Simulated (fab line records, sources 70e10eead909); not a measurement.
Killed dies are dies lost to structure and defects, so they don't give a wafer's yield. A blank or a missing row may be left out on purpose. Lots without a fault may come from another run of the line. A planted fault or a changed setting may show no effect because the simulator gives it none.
Problem report in the 8D (eight disciplines) form, filled by code | flow nand_harc | the parts of the form that need people (team, actions taken, sign-off) are left out

1. THE PROBLEM
cd_nm at NHARC_P_STI_CD_MEAS_09 reads a mean of 182.3 nm on 6 wafers of 2 lots; wafers without a fault read 200.2 nm with a standard deviation of 2.2. That is -8.1 standard deviations from the usual mean.
The step: target cd 200 nm.
First seen on wafer L411.2, day 9 21:20, on cd_sem-02. The record holds 33 wafers of 11 lots with a number at this step. Rule for "out", or "out of limits": more than 4 standard deviations from the usual mean. The other wafers with a number count as sound.

2. WHAT IT IS AND WHAT IT IS NOT
question                    | is                     | is not
which readings at this step | cd_nm                  | -
which lots                  | L411, L412             | L395, L396, L397, L405, L406, L413, L414, L416, L417
which wafers of those lots  | all that have a number | -
read on which gauges        | cd_sem-02              | cd_sem-01, cd_sem-03
when                        | from day 9 21:20       | up to then (15 sound wafers); but 12 sound wafers of L413, L414, L416, L417 came after

3. SUSPECTS, AND WHAT RULES EACH OUT
Counting: a tool at a process step up to the reading stays a suspect if it ran every lot that is out and no sound lot after the first of them.
- the gauge at NHARC_P_STI_CD_MEAS_09: ruled out. All the wafers that are out were read on cd_sem-02, but those of them that NHARC_P_STI_PEB_07 has rows for are out there too, on other tools.
- litho_track-03 at NHARC_P_STI_PEB_07 (peb time 80 s): kept. It ran every lot that is out, first L411 (day 9 21:16), and no sound lot after that; its last sound lot up to then is L405 (day 7 13:12). Its own readings are out on those wafers: plate_temp_C.
Left after counting: litho_track-03 at NHARC_P_STI_PEB_07.

4. THE CAUSE (what the simulator had put in)
Process parameter drift: litho_track-03, from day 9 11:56 on, at NHARC_P_STI_PEB_07. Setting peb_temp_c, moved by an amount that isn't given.
Counting left only this tool.

5. THE CHAIN OF EFFECTS, in route order
Each row: a reading whose mean over the struck wafers that have a number lies more than 3 standard deviations from the usual. Only readings for which the record gives a usual standard deviation are gone through. hours: the time from each lot's start at the first step in this table that gives one to its start at this step, as a median over the lots. sigmas: the change in usual standard deviations.
hours | step                    | reading              | usual    | on struck wafers | change | sigmas
0     | NHARC_P_STI_PEB_07      | heater_power_total_W | 189.7 W  | 186.2            | -3.5   | -4.6
0     | NHARC_P_STI_PEB_07      | plate_temp_C         | 127.99 C | 126.20           | -1.79  | -14
0     | NHARC_P_STI_CD_MEAS_09  | cd_nm                | 200.2 nm | 182.3            | -17.9  | -8.1
1     | NHARC_P_STI_OCD_MEAS_17 | trench_foot_cd_nm    | 158.2 nm | 140.0            | -18.2  | -8.3
The process steps in it:
- NHARC_P_STI_PEB_07: peb time 80 s.
Later measuring or inspecting steps at which every struck wafer that the step has a row for has a number for every such reading, and none has moved that far: NHARC_END_SORT_01.

6. WHAT WOULD HAVE CAUGHT IT SOONER
In this record the first reading out of limits at a measuring or inspecting step was taken at day 9 21:20, 9 hours after the fault began at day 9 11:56.
The tool's own readings at NHARC_P_STI_PEB_07 were out on every struck wafer that the step has a row for (plate_temp_C): an alarm limit on them would have fired on the first of those.
Of the lots that are out (2), L412 began NHARC_P_STI_PEB_07 on litho_track-03 after day 9 21:20. A hold on the tool at that time would have spared it.
